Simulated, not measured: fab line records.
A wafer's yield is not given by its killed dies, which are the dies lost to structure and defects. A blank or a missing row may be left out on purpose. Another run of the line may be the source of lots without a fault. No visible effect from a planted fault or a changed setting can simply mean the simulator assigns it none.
Chamber matching || flow nand_harc || 3 sister chambers for NHARC_A_CONTACT_DEP_58 on pecvd-03
The step deposits SiON, target thk 90 nm. 6 wafers are shown with their chamber, then 12 later ones without.

## WAFERS PAIRED WITH THEIR CHAMBERS
{"wafer": "L084.5", "chamber": 1, "heater_power_w (W)": 926, "rf_fwd_power_W (W)": 347.5}
{"wafer": "L087.4", "chamber": 2, "heater_power_w (W)": 731, "rf_fwd_power_W (W)": 348.8}
{"wafer": "L087.6", "chamber": 1, "heater_power_w (W)": 855, "rf_fwd_power_W (W)": 349.5}
{"wafer": "L088.3", "chamber": 0, "heater_power_w (W)": 693, "rf_fwd_power_W (W)": 348.5}
{"wafer": "L088.5", "chamber": 0, "heater_power_w (W)": 705, "rf_fwd_power_W (W)": 348.5}
{"wafer": "L088.6", "chamber": 2, "heater_power_w (W)": 817, "rf_fwd_power_W (W)": 347.8}

## WAFERS MISSING THEIR CHAMBER
{"wafer": "L092.1", "heater_power_w (W)": 824, "rf_fwd_power_W (W)": 349.5}
{"wafer": "L092.4", "heater_power_w (W)": 712, "rf_fwd_power_W (W)": 349.9}
{"wafer": "L092.5", "heater_power_w (W)": 576, "rf_fwd_power_W (W)": 348.9}
{"wafer": "L095.1", "heater_power_w (W)": 810, "rf_fwd_power_W (W)": 349.1}
{"wafer": "L095.2", "heater_power_w (W)": 709, "rf_fwd_power_W (W)": 346.9}
{"wafer": "L095.4", "heater_power_w (W)": 818, "rf_fwd_power_W (W)": 346.5}
{"wafer": "L097.2", "heater_power_w (W)": 901, "rf_fwd_power_W (W)": 349.3}
{"wafer": "L097.3", "heater_power_w (W)": 712, "rf_fwd_power_W (W)": 349.8}
{"wafer": "L097.4", "heater_power_w (W)": 719, "rf_fwd_power_W (W)": 348.6}
{"wafer": "L096.2", "heater_power_w (W)": 787, "rf_fwd_power_W (W)": 349.9}
{"wafer": "L096.3", "heater_power_w (W)": 794, "rf_fwd_power_W (W)": 349.0}
{"wafer": "L096.6", "heater_power_w (W)": 806, "rf_fwd_power_W (W)": 348.3}

## CHAMBER TAKEN BY EACH
{"wafer": "L092.1", "from the rows above": "can't be placed: 2 or 1 or 0", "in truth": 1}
{"wafer": "L092.4", "from the rows above": "can't be placed: 0 or 2", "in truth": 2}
{"wafer": "L092.5", "from the rows above": "can't be placed: 0 or 2", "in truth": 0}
{"wafer": "L095.1", "from the rows above": "can't be placed: 2 or 1 or 0", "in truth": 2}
{"wafer": "L095.2", "from the rows above": "can't be placed: 0 or 2", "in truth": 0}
{"wafer": "L095.4", "from the rows above": "can't be placed: 2 or 1 or 0", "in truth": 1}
{"wafer": "L097.2", "from the rows above": 1, "in truth": 1}
{"wafer": "L097.3", "from the rows above": "can't be placed: 0 or 2", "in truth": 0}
{"wafer": "L097.4", "from the rows above": "can't be placed: 0 or 2", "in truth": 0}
{"wafer": "L096.2", "from the rows above": "can't be placed: 2 or 0 or 1", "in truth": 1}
{"wafer": "L096.3", "from the rows above": "can't be placed: 2 or 0 or 1", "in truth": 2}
{"wafer": "L096.6", "from the rows above": "can't be placed: 2 or 1 or 0", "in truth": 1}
1 of 12 placed correctly. These rows do not allow placing 11 (true chamber among the candidates in 11). Number placed wrongly: 0.
How it was worked out, from the rows above alone: a wafer's distance from a chamber is the root of the sum, over the readings, of the square of ((its reading less the chamber's mean) divided by the reading's scatter). If the next closest chamber is less than 2 further off than the closest, the wafer can't be placed; otherwise it belongs to the closest. The mean given for a chamber averages the wafers shown for that chamber. The scatter: the root of (the sum of the squares of (reading less its chamber's mean) over the shown wafers, divided by (wafers less chambers)).
